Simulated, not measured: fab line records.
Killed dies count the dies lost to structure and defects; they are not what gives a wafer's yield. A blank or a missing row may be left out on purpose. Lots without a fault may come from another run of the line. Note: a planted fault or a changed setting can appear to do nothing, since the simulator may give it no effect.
Chamber matching :: flow n5-finfet :: N5_BEOL_M0_STRIP_142 on rie-diel-05 has 4 sister chambers
The step strips in N2/H2, time 10 s. 20 wafers are shown with their chamber, then 10 later ones without.

== EACH WAFER AND ITS CHAMBER ==
wafer: L075.1
chamber: 0
throttle-valve-pct (%): 23.81
showerhead-plenum-p-Torr (Torr): 2.41
oes-product-au (a.u.): 0.68

wafer: L075.3
chamber: 2
throttle-valve-pct (%): 23.20
showerhead-plenum-p-Torr (Torr): 2.58
oes-product-au (a.u.): 0.92

wafer: L075.5
chamber: 0
throttle-valve-pct (%): 23.81
showerhead-plenum-p-Torr (Torr): 2.41
oes-product-au (a.u.): 0.68

wafer: L076.1
chamber: 1
throttle-valve-pct (%): 24.14
showerhead-plenum-p-Torr (Torr): 2.40
oes-product-au (a.u.): 0.68

wafer: L076.3
chamber: 3
throttle-valve-pct (%): 23.77
showerhead-plenum-p-Torr (Torr): 2.61
oes-product-au (a.u.): 0.70

wafer: L076.5
chamber: 1
throttle-valve-pct (%): 24.14
showerhead-plenum-p-Torr (Torr): 2.40
oes-product-au (a.u.): 0.68

wafer: L077.1
chamber: 0
throttle-valve-pct (%): 23.82
showerhead-plenum-p-Torr (Torr): 2.40
oes-product-au (a.u.): 0.67

wafer: L077.3
chamber: 1
throttle-valve-pct (%): 24.14
showerhead-plenum-p-Torr (Torr): 2.40
oes-product-au (a.u.): 0.66

wafer: L077.6
chamber: 1
throttle-valve-pct (%): 24.15
showerhead-plenum-p-Torr (Torr): 2.40
oes-product-au (a.u.): 0.67

wafer: L079.1
chamber: 1
throttle-valve-pct (%): 24.16
showerhead-plenum-p-Torr (Torr): 2.40
oes-product-au (a.u.): 0.68

wafer: L079.3
chamber: 2
throttle-valve-pct (%): 23.22
showerhead-plenum-p-Torr (Torr): 2.58
oes-product-au (a.u.): 0.89

wafer: L079.6
chamber: 0
throttle-valve-pct (%): 23.83
showerhead-plenum-p-Torr (Torr): 2.40
oes-product-au (a.u.): 0.67

wafer: L080.1
chamber: 3
throttle-valve-pct (%): 23.54
showerhead-plenum-p-Torr (Torr): 2.61
oes-product-au (a.u.): 1.00

wafer: L080.3
chamber: 1
throttle-valve-pct (%): 24.16
showerhead-plenum-p-Torr (Torr): 2.40
oes-product-au (a.u.): 0.67

wafer: L080.5
chamber: 3
throttle-valve-pct (%): 23.54
showerhead-plenum-p-Torr (Torr): 2.61
oes-product-au (a.u.): 1.00

wafer: L086.1
chamber: 3
throttle-valve-pct (%): 23.57
showerhead-plenum-p-Torr (Torr): 2.61
oes-product-au (a.u.): 0.95

wafer: L086.3
chamber: 2
throttle-valve-pct (%): 23.23
showerhead-plenum-p-Torr (Torr): 2.57
oes-product-au (a.u.): 0.88

wafer: L086.4
chamber: 1
throttle-valve-pct (%): 23.89
showerhead-plenum-p-Torr (Torr): 2.72
oes-product-au (a.u.): 0.97

wafer: L087.1
chamber: 2
throttle-valve-pct (%): 23.23
showerhead-plenum-p-Torr (Torr): 2.57
oes-product-au (a.u.): 0.87

wafer: L087.3
chamber: 3
throttle-valve-pct (%): 23.55
showerhead-plenum-p-Torr (Torr): 2.61
oes-product-au (a.u.): 0.95

SIGNATURES, as means of the wafers listed above
reading: throttle-valve-pct
chamber 0: 23.8175
chamber 1: 24.1114
chamber 2: 23.2200
chamber 3: 23.5940
scatter within a chamber: 0.0782

reading: showerhead-plenum-p-Torr
chamber 0: 2.4050
chamber 1: 2.4457
chamber 2: 2.5750
chamber 3: 2.6100
scatter within a chamber: 0.0741

reading: oes-product-au
chamber 0: 0.6750
chamber 1: 0.7157
chamber 2: 0.8900
chamber 3: 0.9200
scatter within a chamber: 0.0936
Rule: a wafer's distance from a chamber is the root of the sum, over the readings, of the square of ((its reading less the chamber's mean) divided by the reading's scatter). The wafer belongs to the nearest chamber; if the next one is less than 2 further off, it can't be placed. The scatter is the square root of a quotient: the sum, over the shown wafers, of each reading's squared deviation from its chamber's mean, divided by wafers minus chambers.

== WAFERS WITHOUT THEIR CHAMBER ==
wafer: L087.6
throttle-valve-pct (%): 23.89
showerhead-plenum-p-Torr (Torr): 2.72
oes-product-au (a.u.): 0.97

wafer: L089.4
throttle-valve-pct (%): 23.89
showerhead-plenum-p-Torr (Torr): 2.71
oes-product-au (a.u.): 0.94

wafer: L089.5
throttle-valve-pct (%): 23.25
showerhead-plenum-p-Torr (Torr): 2.57
oes-product-au (a.u.): 0.86

wafer: L089.6
throttle-valve-pct (%): 23.56
showerhead-plenum-p-Torr (Torr): 2.61
oes-product-au (a.u.): 0.93

wafer: L094.1
throttle-valve-pct (%): 23.92
showerhead-plenum-p-Torr (Torr): 2.71
oes-product-au (a.u.): 0.89

wafer: L094.4
throttle-valve-pct (%): 23.71
showerhead-plenum-p-Torr (Torr): 2.71
oes-product-au (a.u.): 0.95

wafer: L094.6
throttle-valve-pct (%): 23.92
showerhead-plenum-p-Torr (Torr): 2.71
oes-product-au (a.u.): 0.90

wafer: L096.1
throttle-valve-pct (%): 23.92
showerhead-plenum-p-Torr (Torr): 2.71
oes-product-au (a.u.): 0.90

wafer: L096.3
throttle-valve-pct (%): 23.27
showerhead-plenum-p-Torr (Torr): 2.56
oes-product-au (a.u.): 0.84

wafer: L096.4
throttle-valve-pct (%): 23.27
showerhead-plenum-p-Torr (Torr): 2.56
oes-product-au (a.u.): 0.84

== WHICH CHAMBER EACH WENT THROUGH ==
wafer: L087.6
from the rows above: can't be placed: 3 or 0 or 1
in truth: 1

wafer: L089.4
from the rows above: can't be placed: 3 or 0 or 1
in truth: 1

wafer: L089.5
from the rows above: 2
in truth: 2

wafer: L089.6
from the rows above: 3
in truth: 3

wafer: L094.1
from the rows above: can't be placed: 3 or 1 or 0
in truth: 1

wafer: L094.4
from the rows above: 3
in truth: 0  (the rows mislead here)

wafer: L094.6
from the rows above: can't be placed: 3 or 1 or 0
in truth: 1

wafer: L096.1
from the rows above: can't be placed: 3 or 1 or 0
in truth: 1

wafer: L096.3
from the rows above: 2
in truth: 2

wafer: L096.4
from the rows above: 2
in truth: 2
Placed correctly: 4 of 10. From these rows, 5 cannot be placed; in 5 the true chamber is one of the candidates. Placed wrongly: 1.
